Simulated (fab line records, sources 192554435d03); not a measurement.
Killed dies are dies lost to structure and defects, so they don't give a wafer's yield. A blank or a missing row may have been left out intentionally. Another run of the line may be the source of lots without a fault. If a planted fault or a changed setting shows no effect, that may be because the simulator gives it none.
Chamber matching | flow n5-finfet | N5_BEOL_M8_CURE_74 on uv-cure-02: 3 sister chambers
The step cures SiCOH lowk, time 240 s. 20 wafers are shown with their chamber, then 10 later ones without.

WAFERS PAIRED WITH THEIR CHAMBERS
wafer  | chamber | lamp-power-pct (%) | wafer_temp_C_max
L079.1 | 0       | 52.34              | 387.3
L079.3 | 0       | 52.20              | 387.6
L079.5 | 0       | 52.22              | 387.0
L081.1 | 0       | 52.37              | 386.8
L081.3 | 0       | 52.39              | 386.4
L081.5 | 0       | 52.37              | 387.3
L083.2 | 2       | 52.17              | 386.8
L083.3 | 2       | 52.40              | 387.4
L083.6 | 2       | 52.29              | 386.8
L086.1 | 1       | 52.32              | 386.5
L086.3 | 1       | 52.27              | 387.2
L086.4 | 1       | 52.39              | 386.8
L088.1 | 0       | 52.33              | 386.8
L088.4 | 0       | 52.44              | 386.8
L088.6 | 0       | 52.30              | 386.9
L088.2 | 0       | 52.37              | 386.5
L088.3 | 0       | 52.33              | 386.4
L088.5 | 0       | 52.27              | 386.5
L089.1 | 0       | 52.42              | 387.8
L089.2 | 0       | 52.31              | 386.6

SIGNATURES, as means of the wafers listed above
reading          | chamber 0 | chamber 1 | chamber 2 | scatter within a chamber
lamp-power-pct   | 52.3329   | 52.3267   | 52.2867   | 0.0752
wafer_temp_C_max | 386.907   | 386.833   | 387.000   | 0.424
Rule: distance of a wafer from a chamber = root of the sum over the readings of ((wafer's reading minus chamber's mean) / reading's scatter) squared. The wafer belongs to the nearest chamber; if the next one is less than 2 further off, it can't be placed. The scatter is the square root of a quotient: the sum, over the shown wafers, of each reading's squared deviation from its chamber's mean, divided by wafers minus chambers.

WAFERS WITHOUT THEIR CHAMBER
wafer  | lamp-power-pct (%) | wafer_temp_C_max
L089.3 | 52.32              | 386.7
L094.1 | 52.32              | 386.6
L094.3 | 52.38              | 387.7
L094.4 | 52.39              | 386.8
L094.2 | 52.25              | 387.1
L094.5 | 52.42              | 386.5
L094.6 | 52.35              | 386.9
L097.1 | 52.42              | 386.6
L097.2 | 52.26              | 386.8
L097.6 | 52.30              | 386.6

CHAMBER TAKEN BY EACH
wafer  | from the rows above          | in truth
L089.3 | can't be placed: 1 or 0 or 2 | 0
L094.1 | can't be placed: 1 or 0 or 2 | 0
L094.3 | can't be placed: 0 or 2 or 1 | 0
L094.4 | can't be placed: 0 or 1 or 2 | 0
L094.2 | can't be placed: 2 or 0 or 1 | 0
L094.5 | can't be placed: 1 or 0 or 2 | 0
L094.6 | can't be placed: 0 or 1 or 2 | 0
L097.1 | can't be placed: 1 or 0 or 2 | 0
L097.2 | can't be placed: 2 or 1 or 0 | 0
L097.6 | can't be placed: 1 or 0 or 2 | 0
0 of 10 placed correctly. Can't be placed from these rows: 10 (the true chamber is among the candidates in 10). Number placed wrongly: 0.
